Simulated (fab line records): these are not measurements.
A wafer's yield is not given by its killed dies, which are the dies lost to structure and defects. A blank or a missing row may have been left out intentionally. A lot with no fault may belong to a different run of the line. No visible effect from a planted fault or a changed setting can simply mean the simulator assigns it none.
fab line records || flow n5_finfet
record {"lots": 4, "wafers": 12, "last_day": 17}
route steps=1938 shown BEOL_M0@743 BEOL_M1@751 BEOL_M4@1111
lots that met no fault: from a run of the same line without faults
start_h: hours from the record's opening day to when the first of the lot's shown wafers began || wait_h: hours elapsed since this lot's preceding step || " the same as in the row above || L1.1+2: several wafers, shown together as one row || - either no value or no given start || * or withheld: withheld || < > ~ a bound
route shown NAME@n: a module of which the file shows steps, and the number in the route of the first || usual: mean/standard deviation taken from wafers without a fault || same: alike in all rows || chamber/n: place in a boat || sites: the reading at each site || _std_site: how widely they spread, as a standard deviation || _edge_site: mean of outer sites minus mean of inner sites || radius_mm: how far each site lies from the wafer's centre || mask NAME#n: copy n || behind: tool/chamber where the wafer was last shaped || hold: why the lot went on hold/how many hours it stayed there/how the hold came to an end || device: the n, p or np transistor that did not switch || end of line: the tests these same wafers got at the end of their route || where a step has no rows: the recipe by itself || killed: dies that structure and defects cost at the first sort, which is not the same as the wafer's yield || map: a wafer's dies, marking killed ones x, the rest . and places with no die _
set.NAME: the setting that was run; set.NAME@STEP: the one run at that earlier step || model.NAME: the simulator's own value behind a step, which no gauge read
a table for each step, a row for each wafer; lots at some steps of the route
services: when a tool's chamber went out of use (start_h, in hours from the record's first day, below 0 if earlier), for how many hours, and the reason
## steps
# step N5_BEOL_M0_CMP_120
# recipe {"stop_on": "SiOC", "t_overpolish_s": 6.9, "down_force_psi": 1, "platen_rpm": 50, "clearing_platen_down_force_psi": 1.5, "clearing_platen_rpm": 50, "post_cmp_clean": "cu_alkaline", "clearing_platen_pad_velocity_m_s": 0.99484, "pad_velocity_m_s": 0.99484}
# step N5_BEOL_M0_PRE_CLEAN_131
# recipe {"gas": "NH3/H2", "time_s": 15, "temp_c": "*", "rf_power_w": 300}
# step N5_BEOL_M0_CO_CAP_123
# recipe {"material": "Co", "target_thk_a": 20, "temp_c": 200, "precursor": "CCTBA/H2", "pressure_torr": 30, "time_s": 102.1}
# step N5_BEOL_M0_PRE_CLEAN_124
# recipe {"gas": "NH3", "time_s": 15, "temp_c": "withheld", "rf_power_w": 300}
# step N5_BEOL_M0_DEP_125
# recipe {"material": "SiCN", "target_thk_a": 80, "temp_c": "withheld", "precursor": "3MS/NH3", "pressure_torr": 3, "rf_w": 202, "time_s": 14}
# step N5_BEOL_M1_ILD_DEP_00
# recipe {"material": "SiOC", "target_thk_a": 790, "temp_c": 350, "precursor": "DEMS/O2", "pressure_torr": 5, "rf_w": 500, "time_s": 15.3}
# step N5_BEOL_M1_PECVD_72
# recipe {"material": "SiO2", "target_thk_a": 160, "temp_c": 400, "precursor": "TEOS/O2", "pressure_torr": 5.5, "rf_w": 450, "teos_flow_sccm": 53.8, "gas": "O2", "flow_sccm": 3000, "time_s": 18}
# step N5_BEOL_M1_HM_DEP_02
# recipe {"material": "TiN", "target_thk_a": 200, "temp_c": 25, "chamber_pressure_pa": 0.49996}
# step N5_BEOL_M1_COAT_61
# recipe {"resist": "SOC", "temp_c": 250, "time_s": 60, "spin_rpm": 1500, "resist_thk_nm": 60}
# usual {"spin_speed_rpm": "1500.2/0.94"}
{"lot.wafer": "L660.1", "tool": "litho_track-05", "chamber": 0, "start_h": 120.18, "wait_h": 0.1, "spin_speed_rpm": 1499.9, "model.SOC_of_BEOL_M1_COAT_61.thk_nm": 59.8}
{"lot.wafer": "L660.2", "tool": "litho_track-05", "chamber": 0, "start_h": 120.18, "wait_h": 0.1, "spin_speed_rpm": 1499.8, "model.SOC_of_BEOL_M1_COAT_61.thk_nm": 60}
{"lot.wafer": "L660.4", "tool": "litho_track-05", "chamber": 0, "start_h": 120.18, "wait_h": 0.1, "spin_speed_rpm": 1500.5, "model.SOC_of_BEOL_M1_COAT_61.thk_nm": 60}
{"lot.wafer": "L672.1", "tool": "litho_track-05", "chamber": 0, "start_h": 194.44, "wait_h": 0.1, "spin_speed_rpm": 1021.3, "model.SOC_of_BEOL_M1_COAT_61.thk_nm": 72.8}
{"lot.wafer": "L672.4", "tool": "litho_track-05", "chamber": 0, "start_h": 194.44, "wait_h": 0.1, "spin_speed_rpm": 1022.2, "model.SOC_of_BEOL_M1_COAT_61.thk_nm": 72.6}
{"lot.wafer": "L672.6", "tool": "litho_track-05", "chamber": 0, "start_h": 194.44, "wait_h": 0.1, "spin_speed_rpm": 1019.6, "model.SOC_of_BEOL_M1_COAT_61.thk_nm": 73}
{"lot.wafer": "L674.1", "tool": "litho_track-05", "chamber": 0, "start_h": 205.98, "wait_h": 0.1, "spin_speed_rpm": 1021.7, "model.SOC_of_BEOL_M1_COAT_61.thk_nm": 72.8}
{"lot.wafer": "L674.3", "tool": "litho_track-05", "chamber": 0, "start_h": 205.98, "wait_h": 0.1, "spin_speed_rpm": 1021.4, "model.SOC_of_BEOL_M1_COAT_61.thk_nm": 72.6}
{"lot.wafer": "L674.6", "tool": "litho_track-05", "chamber": 0, "start_h": 205.98, "wait_h": 0.1, "spin_speed_rpm": 1022.1, "model.SOC_of_BEOL_M1_COAT_61.thk_nm": 72.4}
{"lot.wafer": "L681.1", "tool": "litho_track-03", "chamber": 0, "start_h": 252.20, "wait_h": 0.1, "spin_speed_rpm": 1500.3, "model.SOC_of_BEOL_M1_COAT_61.thk_nm": 59.8}
{"lot.wafer": "L681.2", "tool": "litho_track-03", "chamber": 0, "start_h": 252.20, "wait_h": 0.1, "spin_speed_rpm": 1500.2, "model.SOC_of_BEOL_M1_COAT_61.thk_nm": 60}
{"lot.wafer": "L681.4", "tool": "litho_track-03", "chamber": 0, "start_h": 252.20, "wait_h": 0.1, "spin_speed_rpm": 1498.7, "model.SOC_of_BEOL_M1_COAT_61.thk_nm": 60}
# step N5_BEOL_M1_COAT_62
# recipe {"resist": "SiARC", "temp_c": 220, "time_s": 60, "spin_rpm": 1500, "resist_thk_nm": 12}
# step N5_BEOL_M1_COAT_73
# recipe {"resist": "underlayer", "temp_c": 205, "time_s": 60, "spin_rpm": 1500, "resist_thk_nm": 5}
# step N5_BEOL_M1_COAT_05
# recipe {"resist": "CAR-EUV", "spin_rpm": 1500, "resist_thk_nm": 30}
# step N5_BEOL_M1_EBR_07
# recipe {"solvent": "PGMEA", "ebr_width_mm": 1.5}
# step N5_BEOL_M1_SOFTBAKE_06
# recipe {"temp_c": 110, "time_s": 60, "resist": "CAR-EUV"}
# step N5_BEOL_M1_EXPOSE_08
# recipe {"mask_id": "M1", "na": 0.33, "source_shape": "dipole", "sigma_inner": 0.369, "sigma_outer": 0.767, "polarization": "unpolarized", "dose_mj": 33}
# step N5_BEOL_M1_PEB_09
# recipe {"peb_temp_c": 100, "peb_time_s": 60, "resist": "CAR-EUV"}
# step N5_BEOL_M1_DEVELOP_10
# recipe {"develop_time_s": 30, "developer": "TMAH", "resist": "CAR-EUV", "rinse_liquid": "surfactant_rinse", "dry": "air_spin", "dev_temp_c": 23}
# step N5_BEOL_M1_DESCUM_16
# recipe {"chemistry": "O2", "time_s": 7, "source_power_w": 50, "bias_power_w": 20, "pressure_mtorr": 20, "rf_frequency_hz": 2.712e+07, "temp_c": 40, "resist": "CAR-EUV", "o2_flow_sccm": 225}
# step N5_BEOL_M1_ETCH_74
# recipe {"chemistry": "N2/H2", "target": "underlayer", "target_depth_a": 65, "mask_material": "CAR-EUV", "time_s": 5.2, "ion_energy_ev": 200, "pressure_mtorr": 30, "source_w": 840, "bias_w": 150, "n2_flow_sccm": 200, "h2_flow_sccm": 200, "ends": "cleared"}
# step N5_BEOL_M1_ETCH_63
# recipe {"chemistry": "CF4", "target": "SiARC", "target_depth_a": 156, "mask_material": "CAR-EUV", "time_s": 26, "ion_energy_ev": 80, "pressure_mtorr": 40, "source_w": 545, "bias_w": 36, "Ar_flow_sccm": 100, "cf4_flow_sccm": 100, "ends": "cleared"}
# step N5_BEOL_M1_ETCH_64
# recipe {"chemistry": "N2/H2", "target": "SOC", "target_depth_a": 750, "overetch_a": 150, "mask_material": "SiARC", "temp_c": 40, "time_s": 112.5, "ion_energy_ev": 200, "pressure_mtorr": 30, "source_w": 840, "bias_w": 150, "n2_flow_sccm": 200, "h2_flow_sccm": 200}
# usual {"drypump_motor_current_A": "5.7/0.48", "h2_flow_sccm": "200.0/0.66", "oes_product_au": "0.60/0.059", "rf_vpp_V": "523.6/2.8", "showerhead_plenum_p_Torr": "2.53/0.09", "throttle_valve_pct": "17.84/0.29"}
{"lot.wafer": "L660.1", "tool": "rie_diel-01", "chamber": 1, "start_h": 120.77, "wait_h": 0.0, "drypump_motor_current_A": 6.6, "h2_flow_sccm": 199.9, "oes_product_au": 0.56, "rf_hours_counter_h": 207, "rf_vpp_V": 519.4, "showerhead_plenum_p_Torr": 2.41, "throttle_valve_pct": 17.51, "model.etch.depth_nm": 59.87}
{"lot.wafer": "L660.2", "tool": "rie_diel-01", "chamber": 0, "start_h": 120.77, "wait_h": 0.0, "drypump_motor_current_A": 5.6, "h2_flow_sccm": 199.7, "oes_product_au": 0.74, "rf_hours_counter_h": 10, "rf_vpp_V": 525.8, "showerhead_plenum_p_Torr": 2.59, "throttle_valve_pct": 17.39, "model.etch.depth_nm": 59.98}
{"lot.wafer": "L660.4", "tool": "rie_diel-01", "chamber": 3, "start_h": 120.77, "wait_h": 0.0, "drypump_motor_current_A": 6.6, "h2_flow_sccm": 198.5, "oes_product_au": 0.58, "rf_hours_counter_h": 152, "rf_vpp_V": 526.3, "showerhead_plenum_p_Torr": 2.66, "throttle_valve_pct": 18.11, "model.etch.depth_nm": 60.01}
{"lot.wafer": "L672.1", "tool": "rie_diel-03", "chamber": 2, "start_h": 195.03, "wait_h": 0.0, "drypump_motor_current_A": 5.3, "h2_flow_sccm": 199.7, "oes_product_au": 0.61, "rf_hours_counter_h": 233, "rf_vpp_V": 526.0, "showerhead_plenum_p_Torr": 2.59, "throttle_valve_pct": 17.95, "model.etch.depth_nm": 72.79}
{"lot.wafer": "L672.4", "tool": "rie_diel-03", "chamber": 0, "start_h": 195.03, "wait_h": 0.0, "drypump_motor_current_A": 5.6, "h2_flow_sccm": 200.1, "oes_product_au": 0.62, "rf_hours_counter_h": 226, "rf_vpp_V": 525.0, "showerhead_plenum_p_Torr": 2.62, "throttle_valve_pct": 18.24, "model.etch.depth_nm": 72.63}
{"lot.wafer": "L672.6", "tool": "rie_diel-03", "chamber": 1, "start_h": 195.03, "wait_h": 0.0, "drypump_motor_current_A": 5.7, "h2_flow_sccm": 201.3, "oes_product_au": 0.66, "rf_hours_counter_h": "-", "rf_vpp_V": 521.9, "showerhead_plenum_p_Torr": 2.44, "throttle_valve_pct": 18.20, "model.etch.depth_nm": 72.99}
{"lot.wafer": "L674.1", "tool": "rie_diel-03", "chamber": 0, "start_h": 206.65, "wait_h": 0.0, "drypump_motor_current_A": 5.6, "h2_flow_sccm": 200.6, "oes_product_au": 0.62, "rf_hours_counter_h": 229, "rf_vpp_V": 525.4, "showerhead_plenum_p_Torr": 2.61, "throttle_valve_pct": 18.25, "model.etch.depth_nm": 72.72}
{"lot.wafer": "L674.3", "tool": "rie_diel-03", "chamber": 1, "start_h": 206.65, "wait_h": 0.0, "drypump_motor_current_A": 5.7, "h2_flow_sccm": 199.9, "oes_product_au": 0.65, "rf_hours_counter_h": 190, "rf_vpp_V": 520.9, "showerhead_plenum_p_Torr": 2.44, "throttle_valve_pct": 18.19, "model.etch.depth_nm": 72.58}
{"lot.wafer": "L674.6", "tool": "rie_diel-03", "chamber": 3, "start_h": 206.65, "wait_h": 0.0, "drypump_motor_current_A": 5.1, "h2_flow_sccm": 199.8, "oes_product_au": 0.63, "rf_hours_counter_h": "-", "rf_vpp_V": 522.0, "showerhead_plenum_p_Torr": 2.53, "throttle_valve_pct": 18.11, "model.etch.depth_nm": 72.38}
{"lot.wafer": "L681.1", "tool": "rie_diel-03", "chamber": 3, "start_h": 252.79, "wait_h": 0.0, "drypump_motor_current_A": 5.0, "h2_flow_sccm": 200.3, "oes_product_au": 0.56, "rf_hours_counter_h": 223, "rf_vpp_V": 523.9, "showerhead_plenum_p_Torr": 2.52, "throttle_valve_pct": 18.13, "model.etch.depth_nm": 59.82}
{"lot.wafer": "L681.2", "tool": "rie_diel-03", "chamber": 1, "start_h": 252.79, "wait_h": 0.0, "drypump_motor_current_A": 5.7, "h2_flow_sccm": 200.3, "oes_product_au": 0.58, "rf_hours_counter_h": 207, "rf_vpp_V": 521.6, "showerhead_plenum_p_Torr": 2.43, "throttle_valve_pct": 18.21, "model.etch.depth_nm": 60.01}
{"lot.wafer": "L681.4", "tool": "rie_diel-03", "chamber": 1, "start_h": 252.79, "wait_h": 0.0, "drypump_motor_current_A": 5.7, "h2_flow_sccm": 199.5, "oes_product_au": 0.58, "rf_hours_counter_h": "-", "rf_vpp_V": 518.5, "showerhead_plenum_p_Torr": 2.43, "throttle_valve_pct": 18.21, "model.etch.depth_nm": 59.97}
# step N5_BEOL_M1_STRIP_65
# recipe {"chemistry": "N2/H2", "temp_c": 40, "n2_flow_sccm": 200, "h2_flow_sccm": 200, "rf_frequency_hz": 6e+07}
# step N5_BEOL_M1_STRIP_75
# recipe {"chemistry": "N2/H2", "temp_c": 40, "n2_flow_sccm": 200, "h2_flow_sccm": 200, "rf_frequency_hz": 6e+07}
# step N5_BEOL_M1_STRIP_66
# recipe {"chemistry": "CF4", "resist": "SiARC", "power_w": 300, "bias_power_w": 75, "pressure_mtorr": 50, "cf4_flow_sccm": 150, "rf_frequency_hz": 6e+07}
# step N5_BEOL_M1_HM_OPEN_17
# recipe {"chemistry": "Cl2/BCl3", "target_depth_a": 200, "overetch_a": 60, "target": "TiN", "mask_material": "SOC", "ion_energy_ev": 150, "pressure_mtorr": 10, "icp_w": 1000, "bias_w": 126, "Cl2_flow_sccm": 53.25, "bcl3_flow_sccm": 21.75, "Ar_flow_sccm": 25}
# usual {"drypump_motor_current_A": "5.56/0.22", "oes_product_au": "0.67/0.081", "throttle_valve_pct": "22.13/0.19"}
{"lot.wafer": "L660.1", "tool": "rie_metal-03", "chamber": 1, "start_h": 120.94, "wait_h": 0.0, "drypump_motor_current_A": 5.50, "oes_product_au": 0.58, "rf_hours_counter_h": 97, "throttle_valve_pct": 22.44, "model.SOC_of_BEOL_M1_COAT_61.thk_nm": 52}
{"lot.wafer": "L660.2", "tool": "rie_metal-03", "chamber": 0, "start_h": 120.94, "wait_h": 0.0, "drypump_motor_current_A": 5.24, "oes_product_au": 0.71, "rf_hours_counter_h": 29, "throttle_valve_pct": 22.05, "model.SOC_of_BEOL_M1_COAT_61.thk_nm": 52.4}
{"lot.wafer": "L660.4", "tool": "rie_metal-03", "chamber": 0, "start_h": 120.94, "wait_h": 0.0, "drypump_motor_current_A": 5.19, "oes_product_au": 0.70, "rf_hours_counter_h": "-", "throttle_valve_pct": 22.07, "model.SOC_of_BEOL_M1_COAT_61.thk_nm": 52.4}
{"lot.wafer": "L672.1", "tool": "rie_metal-03", "chamber": 1, "start_h": 195.20, "wait_h": 0.0, "drypump_motor_current_A": 5.52, "oes_product_au": 0.57, "rf_hours_counter_h": 104, "throttle_valve_pct": 22.47, "model.SOC_of_BEOL_M1_COAT_61.thk_nm": 64.6}
{"lot.wafer": "L672.4", "tool": "rie_metal-03", "chamber": 0, "start_h": 195.20, "wait_h": 0.0, "drypump_motor_current_A": 5.21, "oes_product_au": 0.67, "rf_hours_counter_h": "-", "throttle_valve_pct": 22.09, "model.SOC_of_BEOL_M1_COAT_61.thk_nm": 64.8}
{"lot.wafer": "L672.6", "tool": "rie_metal-03", "chamber": 0, "start_h": 195.20, "wait_h": 0.0, "drypump_motor_current_A": 5.23, "oes_product_au": 0.67, "rf_hours_counter_h": "-", "throttle_valve_pct": 22.10, "model.SOC_of_BEOL_M1_COAT_61.thk_nm": 65.2}
{"lot.wafer": "L674.1", "tool": "rie_metal-01", "chamber": 0, "start_h": 206.82, "wait_h": 0.0, "drypump_motor_current_A": 5.89, "oes_product_au": 0.64, "rf_hours_counter_h": 46, "throttle_valve_pct": 22.06, "model.SOC_of_BEOL_M1_COAT_61.thk_nm": 64.6}
{"lot.wafer": "L674.3", "tool": "rie_metal-01", "chamber": 1, "start_h": 206.82, "wait_h": 0.0, "drypump_motor_current_A": 5.61, "oes_product_au": 0.75, "rf_hours_counter_h": "-", "throttle_valve_pct": 21.92, "model.SOC_of_BEOL_M1_COAT_61.thk_nm": 65}
{"lot.wafer": "L674.6", "tool": "rie_metal-01", "chamber": 0, "start_h": 206.82, "wait_h": 0.0, "drypump_motor_current_A": 5.86, "oes_product_au": 0.63, "rf_hours_counter_h": "-", "throttle_valve_pct": 22.04, "model.SOC_of_BEOL_M1_COAT_61.thk_nm": 64.2}
{"lot.wafer": "L681.1", "tool": "rie_metal-01", "chamber": 0, "start_h": 252.96, "wait_h": 0.0, "drypump_motor_current_A": 5.89, "oes_product_au": 0.64, "rf_hours_counter_h": 50, "throttle_valve_pct": 22.05, "model.SOC_of_BEOL_M1_COAT_61.thk_nm": 51.8}
{"lot.wafer": "L681.2", "tool": "rie_metal-01", "chamber": 1, "start_h": 252.96, "wait_h": 0.0, "drypump_motor_current_A": 5.60, "oes_product_au": 0.73, "rf_hours_counter_h": 19, "throttle_valve_pct": 21.94, "model.SOC_of_BEOL_M1_COAT_61.thk_nm": 52.4}
{"lot.wafer": "L681.4", "tool": "rie_metal-01", "chamber": 1, "start_h": 252.96, "wait_h": 0.0, "drypump_motor_current_A": 5.60, "oes_product_au": 0.74, "rf_hours_counter_h": "-", "throttle_valve_pct": 21.90, "model.SOC_of_BEOL_M1_COAT_61.thk_nm": 52.2}
# step N5_BEOL_M1_STRIP_19
# recipe {"chemistry": "O2", "power_w": 400, "temp_c": 40, "pressure_mtorr": 30, "rf_frequency_hz": 6e+07, "bias_power_w": 0, "overash_fraction": 0.2, "o2_flow_sccm": 225}
# step N5_BEOL_M4_RC_MEAS_101
# usual {"DIBL_N": "36.0/2.5", "DIBL_P": "36.7/3", "IOFF_N": "0.16/0.043", "IOFF_P": "0.21/0.049", "ION_N": "673/15", "ION_P": "461/9.8", "SS_N": "71.5/0.83", "SS_P": "73.4/0.83", "VT_N": "250/4", "VT_P": "-251/4"}
{"lot.wafer": "L660.1", "tool": "prober-01", "chamber": 0, "start_h": 161.06, "wait_h": 0.0, "DIBL_N[mV/V]": 33.5, "DIBL_P[mV/V]": 35.1, "IOFF_N[nA/um]": 0.15, "IOFF_P[nA/um]": 0.20, "ION_N[uA/um]": 670, "ION_P[uA/um]": 457, "SS_N[mV/dec]": 71.6, "SS_P[mV/dec]": 72.9, "VT_N[mV]": 249, "VT_P[mV]": -252}
{"lot.wafer": "L660.2", "tool": "prober-01", "chamber": 0, "start_h": 161.06, "wait_h": 0.0, "DIBL_N[mV/V]": 30.2, "DIBL_P[mV/V]": 30.2, "IOFF_N[nA/um]": 0.10, "IOFF_P[nA/um]": 0.14, "ION_N[uA/um]": 653, "ION_P[uA/um]": 455, "SS_N[mV/dec]": 70.8, "SS_P[mV/dec]": 71.9, "VT_N[mV]": 257, "VT_P[mV]": -255}
{"lot.wafer": "L660.4", "tool": "prober-01", "chamber": 0, "start_h": 161.06, "wait_h": 0.0, "DIBL_N[mV/V]": 37.3, "DIBL_P[mV/V]": 40.7, "IOFF_N[nA/um]": 0.24, "IOFF_P[nA/um]": 0.30, "ION_N[uA/um]": 703, "ION_P[uA/um]": 473, "SS_N[mV/dec]": 72.1, "SS_P[mV/dec]": 75.0, "VT_N[mV]": 245, "VT_P[mV]": -243}
{"lot.wafer": "L672.1", "tool": "prober-02", "chamber": 0, "start_h": 237.10, "wait_h": 0.0, "DIBL_N[mV/V]": 33.9, "DIBL_P[mV/V]": 30.8, "IOFF_N[nA/um]": 0.12, "IOFF_P[nA/um]": 0.19, "ION_N[uA/um]": 673, "ION_P[uA/um]": 472, "SS_N[mV/dec]": 70.8, "SS_P[mV/dec]": 72.6, "VT_N[mV]": 253, "VT_P[mV]": -249}
{"lot.wafer": "L672.4", "tool": "prober-02", "chamber": 0, "start_h": 237.10, "wait_h": 0.0, "DIBL_N[mV/V]": 35.0, "DIBL_P[mV/V]": 32.6, "IOFF_N[nA/um]": 0.14, "IOFF_P[nA/um]": 0.21, "ION_N[uA/um]": 681, "ION_P[uA/um]": 476, "SS_N[mV/dec]": 71.3, "SS_P[mV/dec]": 71.9, "VT_N[mV]": 251, "VT_P[mV]": -246}
{"lot.wafer": "L672.6", "tool": "prober-02", "chamber": 0, "start_h": 237.10, "wait_h": 0.0, "DIBL_N[mV/V]": 36.0, "DIBL_P[mV/V]": 34.2, "IOFF_N[nA/um]": 0.14, "IOFF_P[nA/um]": 0.22, "ION_N[uA/um]": 673, "ION_P[uA/um]": 465, "SS_N[mV/dec]": 71.1, "SS_P[mV/dec]": 73.1, "VT_N[mV]": 250, "VT_P[mV]": -248}
{"lot.wafer": "L674.1", "tool": "prober-01", "chamber": 0, "start_h": 243.35, "wait_h": 0.0, "DIBL_N[mV/V]": 35.8, "DIBL_P[mV/V]": 35.2, "IOFF_N[nA/um]": 0.14, "IOFF_P[nA/um]": 0.22, "ION_N[uA/um]": 662, "ION_P[uA/um]": 460, "SS_N[mV/dec]": 71.2, "SS_P[mV/dec]": 72.4, "VT_N[mV]": 251, "VT_P[mV]": -250}
{"lot.wafer": "L674.3", "tool": "prober-01", "chamber": 0, "start_h": 243.35, "wait_h": 0.0, "DIBL_N[mV/V]": 36.8, "DIBL_P[mV/V]": 36.6, "IOFF_N[nA/um]": 0.16, "IOFF_P[nA/um]": 0.24, "ION_N[uA/um]": 666, "ION_P[uA/um]": 466, "SS_N[mV/dec]": 72.1, "SS_P[mV/dec]": 74.7, "VT_N[mV]": 251, "VT_P[mV]": -244}
{"lot.wafer": "L674.6", "tool": "prober-01", "chamber": 0, "start_h": 243.35, "wait_h": 0.0, "DIBL_N[mV/V]": 38.0, "DIBL_P[mV/V]": 38.2, "IOFF_N[nA/um]": 0.19, "IOFF_P[nA/um]": 0.26, "ION_N[uA/um]": 680, "ION_P[uA/um]": 469, "SS_N[mV/dec]": 71.3, "SS_P[mV/dec]": 73.8, "VT_N[mV]": 247, "VT_P[mV]": -247}
{"lot.wafer": "L681.1", "tool": "prober-01", "chamber": 0, "start_h": 305.14, "wait_h": 0.0, "DIBL_N[mV/V]": 36.1, "DIBL_P[mV/V]": 36.6, "IOFF_N[nA/um]": 0.15, "IOFF_P[nA/um]": 0.21, "ION_N[uA/um]": 660, "ION_P[uA/um]": 462, "SS_N[mV/dec]": 72.1, "SS_P[mV/dec]": 73.6, "VT_N[mV]": 250, "VT_P[mV]": -249}
{"lot.wafer": "L681.2", "tool": "prober-01", "chamber": 0, "start_h": 305.14, "wait_h": 0.0, "DIBL_N[mV/V]": 34.3, "DIBL_P[mV/V]": 34.1, "IOFF_N[nA/um]": 0.12, "IOFF_P[nA/um]": 0.18, "ION_N[uA/um]": 654, "ION_P[uA/um]": 453, "SS_N[mV/dec]": 72.2, "SS_P[mV/dec]": 72.7, "VT_N[mV]": 252, "VT_P[mV]": -251}
{"lot.wafer": "L681.4", "tool": "prober-01", "chamber": 0, "start_h": 305.14, "wait_h": 0.0, "DIBL_N[mV/V]": 39.4, "DIBL_P[mV/V]": 41.6, "IOFF_N[nA/um]": 0.26, "IOFF_P[nA/um]": 0.32, "ION_N[uA/um]": 713, "ION_P[uA/um]": 488, "SS_N[mV/dec]": 73.3, "SS_P[mV/dec]": 74.2, "VT_N[mV]": 240, "VT_P[mV]": -244}
## services
{"tool": "rie_metal-01", "chamber": "-", "start_h": 100.53, "hours": 2.8, "kind": "pm"}
{"tool": "rie_metal-01", "chamber": 0, "start_h": 133.41, "hours": 1.5, "kind": "repair"}
{"tool": "rie_diel-01", "chamber": 3, "start_h": 218.89, "hours": 5.0, "kind": "repair"}
{"tool": "rie_diel-01", "chamber": 2, "start_h": 237.75, "hours": 12.4, "kind": "repair"}
{"tool": "rie_metal-03", "chamber": 0, "start_h": 240.05, "hours": 54.4, "kind": "repair"}
{"tool": "rie_diel-03", "chamber": 2, "start_h": 244.14, "hours": "-", "kind": "clean"}
{"tool": "rie_diel-03", "chamber": 2, "start_h": 244.14, "hours": "-", "kind": "consumable_replace:focus_ring"}
{"tool": "rie_diel-03", "chamber": 2, "start_h": 244.14, "hours": 16.8, "kind": "scheduled_down"}
{"tool": "rie_diel-03", "chamber": 2, "start_h": 244.14, "hours": 16.8, "kind": "vent_cycle"}
{"tool": "rie_diel-01", "chamber": 2, "start_h": 250.55, "hours": "-", "kind": "clean"}
{"tool": "rie_diel-01", "chamber": 2, "start_h": 250.55, "hours": "-", "kind": "consumable_replace:focus_ring"}
{"tool": "rie_diel-01", "chamber": 2, "start_h": 250.55, "hours": 18.5, "kind": "scheduled_down"}
{"tool": "rie_diel-01", "chamber": 2, "start_h": 250.55, "hours": 18.5, "kind": "vent_cycle"}
## key
first_sign {"step": "N5_BEOL_M1_COAT_61", "reading": "spin_speed_rpm", "direction": "down", "sigmas": "99+", "usual": "*", "struck": "*"}
effect none on later readings
model_effect {"step": "N5_BEOL_M1_COAT_61", "value": "SOC_of_BEOL_M1_COAT_61.thk_nm", "without": 59.97, "struck": 72.7}
model_effect {"step": "N5_BEOL_M1_ETCH_64", "value": "etch.depth_nm", "without": 59.96, "struck": 72.68}
model_effect {"step": "N5_BEOL_M1_HM_OPEN_17", "value": "SOC_of_BEOL_M1_COAT_61.thk_nm", "without": 52.07, "struck": 64.73}
met_at N5_BEOL_M1_COAT_61
struck_wafers L672.1,L672.4,L672.6,L674.1,L674.3,L674.6
onset_between 120.18 194.44
fault {"kind": "process_parameter_drift", "tool": "litho_track-05", "chamber": "-", "onset_h": 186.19, "steps": "N5_BEOL_M1_COAT_61", "channel": "spin_rpm", "offset": "*", "shape": "step", "end_h": 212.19, "acts_in": "*", "stated": "*"}
